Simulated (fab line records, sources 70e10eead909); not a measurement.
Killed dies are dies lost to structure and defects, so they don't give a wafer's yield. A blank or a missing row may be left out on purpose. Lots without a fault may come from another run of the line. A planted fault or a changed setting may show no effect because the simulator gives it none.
A struck lot beside a sound one | flow nand_harc | 13 steps out of a route of 1159
Sound: wafers L339.1, L339.3, L339.5. Struck: wafers L345.1, L345.4, L345.6. The cause comes at the end.
At each step with rows: each side's tool, then ch and its chambers, then its first start. Under that, the readings that differ: sound wafers | struck wafers | difference of the means | sigmas: that difference in standard deviations of wafers without a fault.
alike: readings whose means differ by less than 2 such deviations, and words and numbers that are the same on both sides. not compared: withheld readings, readings that some wafer has no value for, bounds like >300 that may hide the same value, and numbers for which the record gives no deviation and whose values overlap.
The two part at a step that has a row with sigmas, a row that says differs or no value, or rows on one side only. Numbers that don't overlap but have no deviation are shown without sigmas and don't part them. A reading that every wafer of one side lacks parts them only if that side has two wafers or more.

NHARC_A_STAIRCASE_DESCUM_11: chemistry O2, time 3 s.
  sound on rie_diel-08 ch 0,1,3, day 11 13:40; struck on rie_diel-13 ch 1,2, day 12 03:25
  alike: drypump_motor_current_A, mfc_ar_sccm, oes_product_au, rf_vpp_V, showerhead_plenum_p_Torr, throttle_valve_pct
  not compared: rf_hours_counter_h
then, 1 step without rows for these wafers: NHARC_A_STAIRCASE_TRIM_12 (chemistry O2, time 211.2 s).
NHARC_A_STAIRCASE_ETCH_13: etches the open film in C4F8/O2, target depth 100 nm, time 40.5 s.
  sound on rie_diel-08 ch 1,2; struck on rie_diel-13 ch 1,2,3
  alike: oes_product_au, rf_vpp_V
  not compared: rf_hours_counter_h
then, 2 steps without rows for these wafers: NHARC_A_STAIRCASE_TRIM_14 (chemistry O2, time 211.2 s); NHARC_A_STAIRCASE_ETCH_15 (etches the open film in C4F8/O2, target depth 100 nm, time 40.5 s).
NHARC_A_STAIRCASE_TRIM_16: chemistry O2, time 211.2 s.
  sound on rie_diel-08 ch 2,3; struck on rie_diel-13 ch 2,3
  alike: drypump_motor_current_A, mfc_ar_sccm, oes_product_au, rf_vpp_V, run_length_s, showerhead_plenum_p_Torr, throttle_valve_pct
  not compared: rf_hours_counter_h
then, 3 steps without rows for these wafers: NHARC_A_STAIRCASE_ETCH_17 (etches the open film in C4F8/O2, target depth 100 nm, time 40.5 s); NHARC_A_STAIRCASE_TRIM_18 (chemistry O2, time 211.2 s); NHARC_A_STAIRCASE_ETCH_19 (etches the open film in C4F8/O2, target depth 100 nm, time 40.5 s).
NHARC_A_STAIRCASE_TRIM_20: chemistry O2, time 211.2 s.
  sound on rie_diel-13 ch 0,3, day 11 15:03; struck on rie_diel-08 ch 2,3, day 12 05:32
  alike: drypump_motor_current_A, mfc_ar_sccm, oes_product_au, rf_vpp_V, run_length_s, showerhead_plenum_p_Torr, throttle_valve_pct
  not compared: rf_hours_counter_h
then, 1 step without rows for these wafers: NHARC_A_STAIRCASE_ETCH_21 (etches the open film in C4F8/O2, target depth 100 nm, time 40.5 s).
NHARC_A_STAIRCASE_TRIM_22: chemistry O2, time 211.2 s.
  sound on rie_diel-13 ch 1,3, day 11 15:20; struck on rie_diel-08 ch 1,2,3, day 12 05:52
  reading                         | sound             | struck            | difference | sigmas
  run_length_s (s)                | 232.5 232.5 232.3 | 216.2 215.6 216.3 | -16.4      | -38
  showerhead_plenum_p_Torr (Torr) | 3.51 3.78 3.78    | 3.49 3.46 3.36    | -0.25      | -2
  alike: drypump_motor_current_A, mfc_ar_sccm, oes_product_au, rf_vpp_V, throttle_valve_pct
  not compared: rf_hours_counter_h
NHARC_A_STAIRCASE_ETCH_23: etches the open film in C4F8/O2, target depth 100 nm, time 40.5 s.
  sound on rie_diel-13 ch 0,1,3; struck on rie_diel-08 ch 0,3
  alike: oes_product_au, rf_vpp_V
  not compared: rf_hours_counter_h

WHERE THEY PART
Only at NHARC_A_STAIRCASE_TRIM_22, within this record. Later steps at which nothing parts them and some readings are alike: NHARC_A_STAIRCASE_ETCH_23.

WHY: what the simulator had put in
Process parameter drift: rie_diel-08, from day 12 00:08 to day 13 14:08, at NHARC_A_STAIRCASE_TRIM_22. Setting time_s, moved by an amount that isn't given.
